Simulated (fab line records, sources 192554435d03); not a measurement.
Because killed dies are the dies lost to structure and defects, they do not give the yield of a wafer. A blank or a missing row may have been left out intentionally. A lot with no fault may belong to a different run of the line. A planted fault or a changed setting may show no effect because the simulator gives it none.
Comparing a struck lot with a sound one ; flow n5Finfet ; 33 steps out of a route of 1938
Sound: the wafers L947.1, L947.5, L947.6. The struck wafers were L959.1, L959.4, L959.5. Last of all comes the cause.
For every step that has rows: the tool of each side, followed by ch and its chambers, followed by its first start. Under that, the readings that differ: sound wafers ; struck wafers ; difference of the means ; sigmas: that difference in standard deviations of wafers without a fault.
alike: words and numbers the same on both sides, and readings whose means are apart by under 2 such deviations; not compared: readings that were withheld, readings missing a value for some wafer, numbers with overlapping values and no deviation given by the record, and bounds like >300 which may hide the same value.
Wherever a step has rows on one side only, a row that says differs or no value, or a row with sigmas, the two part there. Non-overlapping numbers with no deviation appear without sigmas and do not part them. A reading that every wafer of one side lacks parts them only if that side has two wafers or more.

first, 2 steps without rows for these wafers: N5_BEOL_M6_ECD_50 (material Cu, target thk 300 nm); N5_BEOL_M6_ANNEAL_51 (time 90 s).
N5_BEOL_M6_CMP_52: polishes, stops on SiCOH lowk, t overpolish 6.9 s, target thk 80 nm.
  sound on cmp-04 ch 0,1,3, day 8 23:13; struck on cmp-04 ch 0,2, day 11 19:52
  alike: barrierFieldEndpointS, clearingPlatenDownForcePsi, motorCurrentA, overpolishRunS, timeToEndpointS
N5_BEOL_M6_THK_MEAS_53: measures by xrf.
  sound on filmMetro-02, day 8 23:24; struck on filmMetro-01, day 11 20:09
  alike: M6_THK
then, 2 steps without rows for these wafers: N5_BEOL_M6_PRE_CLEAN_55 (time 15 s); N5_BEOL_M6_DEP_56 (deposits SiCN from 3MS/NH3, target thk 10 nm, time 17.5 s).
N5_BEOL_M6_RS_MEAS_57: measurement is done with a four-point probe.
  sound on filmMetro-02, day 8 23:32; struck on filmMetro-01, day 11 20:17
  alike: M6_RS
N5_BEOL_M6_INSPECT_58: inspects for defects (darkfield).
  sound on defectInspect-02, day 8 23:33; struck on defectInspect-02, day 11 20:19
  alike: rawDefectCount
then, 1 step without rows for these wafers: N5_BEOL_M7_ILD_DEP_00 (deposits SiCOH lowk from DEMS/porogen, target thk 179.75 nm, time 33.4 s).
N5_BEOL_M7_CURE_74: cures SiCOH lowk, time 240 s.
  sound on uvCure-01 ch 1, day 8 23:40; struck on uvCure-02 ch 0, day 11 20:25
  alike: lampPowerPct, wafer_temp_C_max
N5_BEOL_M7_THK_MEAS_01:
  sound on filmMetro-02, day 9 00:10; struck on filmMetro-01, day 11 20:56
  alike: M7_ILD_THK
then, 1 step without rows for these wafers: N5_BEOL_M7_PECVD_70 (deposits SiO2 from TEOS/O2, target thk 20 nm, time 22.7 s).
N5_BEOL_M7_HM_DEP_02: deposits TiN, target thk 20 nm.
  sound on pvdSputter-02, day 9 00:26; struck on pvdSputter-02, day 11 21:43
  no value came back on the struck wafers for chamberPressurePa (Pa), substrateTempC (C), throttleValvePct (%); on the sound wafers chamberPressurePa (Pa) reads 0.4994 0.4989 0.5002
then, 8 steps without rows for these wafers: N5_BEOL_M7_COAT_59 (time 60 s, resist thk 100 nm); N5_BEOL_M7_COAT_60 (time 60 s, resist thk 35 nm); N5_BEOL_M7_COAT_05 (resist thk 90 nm); N5_BEOL_M7_EBR_07; N5_BEOL_M7_SOFTBAKE_06 (time 60 s); N5_BEOL_M7_EXPOSE_08 (exposes mask M7); N5_BEOL_M7_PEB_09 (peb time 60 s); N5_BEOL_M7_DEVELOP_10 (develop time 30 s).
N5_BEOL_M7_CD_MEAS_11 targets a cd of 38.5 nm.
  sound on cdSem-03 ch 0, day 9 00:49; struck on cdSem-02 ch 0, day 11 22:13
  alike: cdNm
N5_BEOL_M7_OVL_MEAS_12:
  sound on overlay-01 ch 0, day 9 00:51; struck on overlay-02 ch 0, day 11 22:15
  alike: M7_OVL
N5_BEOL_M7_INSPECT_13: inspects for defects (brightfield).
  sound on defectInspect-02, day 9 00:52; struck on defectInspect-01, day 11 22:16
  alike: rawDefectCount
N5_BEOL_M7_DESCUM_16: chemistry O2, time 7.9 s.
  sound on rieDiel-05 ch 1,2,3, day 9 01:01; struck on rieDiel-05 ch 1,2,3, day 11 22:27
  alike: drypumpMotorCurrentA, oesProductAu, rfVppV, showerheadPlenumPTorr, tempC, throttleValvePct
  not compared: rfHoursCounterH
then, 3 steps without rows for these wafers: N5_BEOL_M7_ETCH_61 (etches SiARC in CF4, target depth 45.5 nm, time 75.8 s); N5_BEOL_M7_ETCH_62 (etches SOC in N2/H2, target depth 110 nm, overetch 22 nm, time 165 s); N5_BEOL_M7_STRIP_68 (strips in N2/H2).
N5_BEOL_M7_STRIP_67: strips in CF4.
  sound on rieDiel-05 ch 1,2,3, day 9 01:16; struck on rieDiel-05 ch 1,2,3, day 11 22:41
  alike: drypumpMotorCurrentA, oesProductAu, rfVppV, showerheadPlenumPTorr, throttleValvePct
  not compared: rfHoursCounterH
N5_BEOL_M7_HM_OPEN_17: chemistry Cl2/BCl3, target TiN, target depth 20 nm, overetch 6 nm.
  sound on rieMetal-03 ch 0, day 9 01:18; struck on rieMetal-02 ch 1, day 11 22:44
reading;sound;struck;difference;sigmas
oesProductAu (a.u.);0.52 0.52 0.52;0.33 0.33 0.33;-0.19;-2
throttleValvePct (%);22.04 22.05 22.06;22.62 22.61 22.64;+0.57;+4
model.etch.depthNm (nm);20.2 20.12 20.14;0 0 0;-20;
  alike: drypumpMotorCurrentA
  not compared: rfHoursCounterH
N5_BEOL_M7_STRIP_19: strips in O2.
  sound on rieDiel-01 ch 0,1,2, day 9 01:30; struck on rieDiel-02 ch 0,1,2, day 11 23:06
  alike: drypumpMotorCurrentA, oesProductAu, rfVppV, showerheadPlenumPTorr, tempC, throttleValvePct
  not compared: rfHoursCounterH
N5_BEOL_M7_CD_MEAS_18: pitch 80 nm, target cd 40 nm.
  sound on cdSem-01, day 9 01:34; struck on cdSem-02, day 11 23:10
reading;sound;struck;difference;sigmas
cdNm (nm);40.4 39.7 40.6;- - -;no value on the struck wafers;
then, 1 step without rows for these wafers: N5_BEOL_M7_COAT_63 (time 60 s, resist thk 60 nm).

WHERE THEY PART
Earliest at N5_BEOL_M7_HM_DEP_02; latest, in this record, at N5_BEOL_M7_CD_MEAS_18.

WHY: what the simulator had put in
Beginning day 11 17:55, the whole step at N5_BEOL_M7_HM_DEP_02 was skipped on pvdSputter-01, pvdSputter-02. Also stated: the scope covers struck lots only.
